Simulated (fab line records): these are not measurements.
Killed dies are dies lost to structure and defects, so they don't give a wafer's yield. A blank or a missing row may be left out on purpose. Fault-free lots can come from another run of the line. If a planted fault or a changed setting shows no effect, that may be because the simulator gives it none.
Struck lot and sound lot, side by side || flow nand-harc || 12 out of 1159 route steps
Sound: wafers L931.1, L931.2, L931.4. Wafers L925.1, L925.3, L925.6 were the ones struck. The cause is named last.
For every step that has rows: the tool of each side, followed by ch and its chambers, followed by its first start. Under that, the readings that differ: sound wafers || struck wafers || difference of the means || sigmas: that difference in standard deviations of wafers without a fault.
alike: a reading whose means differ by less than 2 such deviations, as well as words and numbers matching on both sides. not compared: withheld readings; readings where some wafer has no value; bounds like >300 that might hide an equal value; numbers whose values overlap and for which the record gives no deviation.
The two part at a step that has a row with sigmas, a row that says differs or no value, or rows on one side only. Numbers that have no deviation but don't overlap get no sigmas and don't part them. A reading missing from all wafers of one side parts the sides only when that side holds two or more wafers.

NHARC_A_SOURCE_PLATE_THK_MEAS_06: measures by ellipsometry.
  sound on film-metro-02, day 12 16:05; struck on film-metro-02, day 11 10:35
  alike: thk-nm
NHARC_A_SOURCE_PLATE_INSPECT_08:
  sound on defect-inspect-02, day 12 16:10; struck on defect-inspect-01, day 11 10:41
  alike: raw-defect-count
after that, 1 step with no rows for these wafers: NHARC_A_ONON_D1_DEP_00 (target thk 1000 nm).
NHARC_A_ONON_D1_THK_MEAS_02: measures by ellipsometry.
  sound on film-metro-01, day 12 16:44; struck on film-metro-01, day 11 11:16
  alike: thk-nm
after that, 1 step with no rows for these wafers: NHARC_A_ONON_D1_DEP_03 (target thk 1000 nm).
NHARC_A_ONON_D1_THK_MEAS_05: measures by ellipsometry.
  sound on film-metro-02, day 12 17:18; struck on film-metro-01, day 11 11:50
{"reading": "thk-nm (nm)", "sound": "985 984 983", "struck": "1003 1005 1005", "difference": "+20", "sigmas": "+2"}
after that, 1 step with no rows for these wafers: NHARC_A_ONON_D1_DEP_06 (target thk 1000 nm).
NHARC_A_ONON_D1_THK_MEAS_08: measures by ellipsometry.
  sound on film-metro-02, day 12 17:52; struck on film-metro-02, day 11 12:24
  alike: thk-nm
after that, 1 step with no rows for these wafers: NHARC_A_ONON_D1_DEP_09 (target thk 1000 nm).
NHARC_A_ONON_D1_THK_MEAS_11: measures by ellipsometry.
  sound on film-metro-02, day 12 18:26; struck on film-metro-02, day 11 12:58
  alike: thk-nm
NHARC_A_ONON_D1_DEP_12: target thk 1000 nm.
  sound on pecvd-onon-04 ch 0, day 12 18:29; struck on pecvd-onon-03, day 11 13:02
  no value came back on the struck wafers for n2-flow-sccm (sccm), n2o-flow-sccm (sccm); on the sound wafers n2-flow-sccm (sccm) reads 2741 2752 2744
-- break in the record here, with 12 days between the starts of the struck wafers on either side (left off in module A_ONON_D1, picked up again in module END, where the first step shown is number 1159 on the route) --
NHARC_END_SORT_01:
  here the record holds rows for the struck wafers (prober-02 ch 0, day 23 01:43) but none for the sound ones

## WHERE THEY PART
First at NHARC_A_ONON_D1_THK_MEAS_05; last, within this record, at NHARC_END_SORT_01.

WHY: what the simulator had put in
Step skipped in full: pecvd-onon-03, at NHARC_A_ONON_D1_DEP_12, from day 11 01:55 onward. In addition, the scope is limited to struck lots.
